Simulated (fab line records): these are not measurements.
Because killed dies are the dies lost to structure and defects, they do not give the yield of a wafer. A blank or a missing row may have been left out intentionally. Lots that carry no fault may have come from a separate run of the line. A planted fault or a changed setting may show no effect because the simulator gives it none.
What tool caused it? | flow n5 finfet | 13 lots, 39 wafers sampled, at 4 steps of a route of 1938

WHAT THE GAUGES SHOWED, per wafer
The record lacks any reading of a measuring or inspecting step that a usual standard deviation could be used to judge.

EACH LOT AND THE TOOL THAT RAN IT (in order: tool; ch and the chambers of the sampled wafers; start)
lot  | N5_HKMG_FIN_WET_ETCH_18             | N5_PASSIVATION_PRE_CLEAN_19  | N5_PASSIVATION_AL_DEP_21     | N5_PASSIVATION_PROBE_49
L815 | wet bench-01 ch 5,6,7, day 4 04:29  | pvd sputter-03, day 12 03:58 | pvd sputter-03, day 12 04:06 | prober-01, day 12 09:43
L817 | wet bench-01 ch 1,2,3, day 4 15:45  | pvd sputter-01, day 13 05:57 | pvd sputter-01, day 13 06:05 | prober-02, day 13 11:34
L818 | wet bench-04 ch 1,3,4, day 4 22:14  | pvd sputter-02, day 13 03:20 | pvd sputter-02, day 13 03:29 | prober-02, day 13 08:59
L820 | wet bench-01 ch 1,3,4, day 5 12:35  | pvd sputter-03, day 13 10:36 | pvd sputter-03, day 13 10:44 | prober-01, day 13 16:20
L823 | wet bench-01 ch 5,6,7, day 6 07:44  | pvd sputter-02, day 14 00:10 | pvd sputter-02, day 14 00:18 | prober-01, day 14 05:55
L824 | wet bench-01 ch 3,4,7, day 6 10:49  | pvd sputter-03, day 13 18:23 | pvd sputter-03, day 13 18:31 | prober-02, day 14 00:08
L826 | wet bench-05 ch 4,5,7, day 7 00:44  | pvd sputter-01, day 14 19:56 | pvd sputter-01, day 14 20:04 | prober-02, day 15 02:35
L827 | wet bench-01 ch 0,2,4, day 7 07:46  | pvd sputter-01, day 15 05:16 | pvd sputter-01, day 15 05:25 | prober-01, day 15 11:32
L828 | wet bench-04 ch 2,4,5, day 7 11:48  | pvd sputter-02, day 15 08:48 | pvd sputter-02, day 15 08:56 | prober-02, day 15 14:27
L830 | wet bench-01 ch 4,5,7, day 7 23:59  | pvd sputter-01, day 15 13:44 | pvd sputter-01, day 15 13:53 | prober-01, day 15 20:25
L835 | wet bench-04 ch 0,5,6, day 9 03:23  | pvd sputter-01, day 16 20:35 | pvd sputter-01, day 16 20:43 | prober-01, day 17 02:18
L836 | wet bench-04 ch 1,4,6, day 9 10:43  | pvd sputter-01, day 17 00:07 | pvd sputter-01, day 17 00:16 | prober-02, day 17 06:08
L838 | wet bench-05 ch 0,4,6, day 10 04:23 | pvd sputter-01, day 18 07:58 | pvd sputter-01, day 18 08:07 | prober-02, day 18 14:07
- N5_HKMG_FIN_WET_ETCH_18: etches TiN in SC1, time 55 s, target depth 5.2 nm, rinse time 30 s.
- N5_PASSIVATION_PRE_CLEAN_19
- N5_PASSIVATION_AL_DEP_21: deposits Al, target thk 2800 nm, time 170 s.
- N5_PASSIVATION_PROBE_49

WHAT THE TOOLS THEMSELVES READ (means of the sampled wafers that have a number; where no wafer has one, the mark that the record gives instead)
N5_PASSIVATION_PRE_CLEAN_19.
lot  | tool           | heater power w (W)
L815 | pvd sputter-03 | 462
L817 | pvd sputter-01 | 491
L818 | pvd sputter-02 | 529
L820 | pvd sputter-03 | 459
L823 | pvd sputter-02 | 501
L824 | pvd sputter-03 | 434
L826 | pvd sputter-01 | 489
L827 | pvd sputter-01 | 493
L828 | pvd sputter-02 | 512
L830 | pvd sputter-01 | 501
L835 | pvd sputter-01 | 480
L836 | pvd sputter-01 | 488
L838 | pvd sputter-01 | 492

N5_PASSIVATION_AL_DEP_21.
lot  | tool           | chamber pressure pa (Pa) | throttle valve pct (%)
L815 | pvd sputter-03 | 0.4000                   | 29.3
L817 | pvd sputter-01 | 0.4003                   | 30.2
L818 | pvd sputter-02 | 0.3996                   | 30.0
L820 | pvd sputter-03 | 0.4003                   | 29.7
L823 | pvd sputter-02 | 0.4004                   | 29.8
L824 | pvd sputter-03 | 0.3996                   | 29.6
L826 | pvd sputter-01 | 0.3993                   | 30.3
L827 | pvd sputter-01 | 0.4001                   | 30.9
L828 | pvd sputter-02 | 0.4003                   | 29.7
L830 | pvd sputter-01 | 0.3997                   | 30.6
L835 | pvd sputter-01 | 0.3994                   | 29.8
L836 | pvd sputter-01 | 0.4004                   | 30.4
L838 | pvd sputter-01 | 0.3996                   | 30.0

N5_PASSIVATION_PROBE_49.
lot  | tool      | defect limited yield (%) | killed_at_M0_to_M3 | killed_at_M4_up | killed at contacts | killed at front end | killed at other | killed dies | killed open | killed short | sort_bin_5_function (%) | sort_bin_6_memory (%) | sort_bin_8_speed (%) | sort n pass | sort yield pct (%)
L815 | prober-01 | 91.1                     | 48                 | 8               | 13                 | 33                  | 4.3             | 106         | 72          | 34           | 5.7                     | 2.9                   | 0.00                 | 1074        | 91.1
L817 | prober-02 | 92.5                     | 25                 | 13              | 7                  | 44                  | 1.0             | 89          | 55          | 32           | 4.5                     | 2.7                   | 0.00                 | 1091        | 92.5
L818 | prober-02 | 92.5                     | 19                 | 16              | 14                 | 34                  | 4.7             | 88          | 62          | 24           | 4.7                     | 2.5                   | 0.00                 | 1092        | 92.5
L820 | prober-01 | 90.2                     | 39                 | 15              | 19                 | 38                  | 4.0             | 115         | 81          | 34           | 5.6                     | 3.9                   | 0.00                 | 1065        | 90.2
L823 | prober-01 | 90.4                     | 35                 | 8               | 27                 | 37                  | 5.7             | 113         | 78          | 34           | 5.8                     | 3.3                   | 0.00                 | 1067        | 90.4
L824 | prober-02 | 92.8                     | 28                 | 9               | 9                  | 33                  | 5.3             | 84          | 57          | 26           | 4.4                     | 2.6                   | 0.00                 | 1096        | 92.8
L826 | prober-02 | 93.9                     | 17                 | 10              | 10                 | 32                  | 3.0             | 72          | 44          | 27           | 3.2                     | 2.5                   | 0.00                 | 1108        | 93.9
L827 | prober-01 | 89.7                     | 48                 | 17              | 14                 | 39                  | 3.7             | 121         | 83          | 37           | 6.3                     | 3.7                   | 0.00                 | 1059        | 89.7
L828 | prober-02 | 92.8                     | 28                 | 14              | 3                  | 36                  | 4.3             | 85          | 52          | 32           | 4.4                     | 2.6                   | 0.00                 | 1095        | 92.8
L830 | prober-01 | 82.9                     | 22                 | 17              | 8                  | 151                 | 4.0             | 202         | 61          | 23           | 10.7                    | 3.8                   | 0.00                 | 978         | 82.9
L835 | prober-01 | 91.0                     | 38                 | 16              | 12                 | 36                  | 3.7             | 106         | 73          | 32           | 5.0                     | 3.7                   | 0.03                 | 1073        | 91.0
L836 | prober-02 | 90.2                     | 52                 | 17              | 14                 | 30                  | 3.3             | 116         | 80          | 33           | 6.2                     | 3.4                   | 0.00                 | 1064        | 90.2
L838 | prober-02 | 91.2                     | 37                 | 8               | 12                 | 41                  | 5.3             | 104         | 68          | 35           | 5.1                     | 3.2                   | 0.00                 | 1076        | 91.2

THE ANSWER, worked out from the rows above alone
Rule: the lots themselves supply what counts as usual. The widest of any qualifying gaps counts: lots, ordered by their means at a reading, are off when they make up no more than a third of the lots, leave a main group of 4 or more, and stand apart from it by 3 or more times the standard deviation of that group's means. A main group is skipped when, at the precision printed for the reading in the tables above, its means are all equal. A lot without any number at a reading at which 4 lots or more have one is off too. Any other lot the step has rows for is counted as sound. The gauges are gone through in route order, then the tools' own readings, and for those a lot's mean is taken as printed above. At the first step where some lot is off, the reading lying furthest off is the one used; lots without a number count as furthest.
Off: L830, at N5_PASSIVATION_PROBE_49 (killed at front end). The main group has a mean of 36 with a standard deviation of 3.8.
If a tool, at that step or one of the process steps before it, ran each lot that is off and ran no sound lot following the first of them, it fits. One candidate fits, namely wet bench-01 at N5_HKMG_FIN_WET_ETCH_18. Its last sound lot is L827 (day 7 07:46), its first lot that is off L830 (day 7 23:59): a fault that began between those two fits.

WHAT WAS PUT IN BY THE SIMULATOR
Chamber particle source: wet bench-01, from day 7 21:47 on, at N5_HKMG_FIN_WET_ETCH_18. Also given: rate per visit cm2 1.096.
Struck lots among those shown: L830. The rule above reached the same finding.
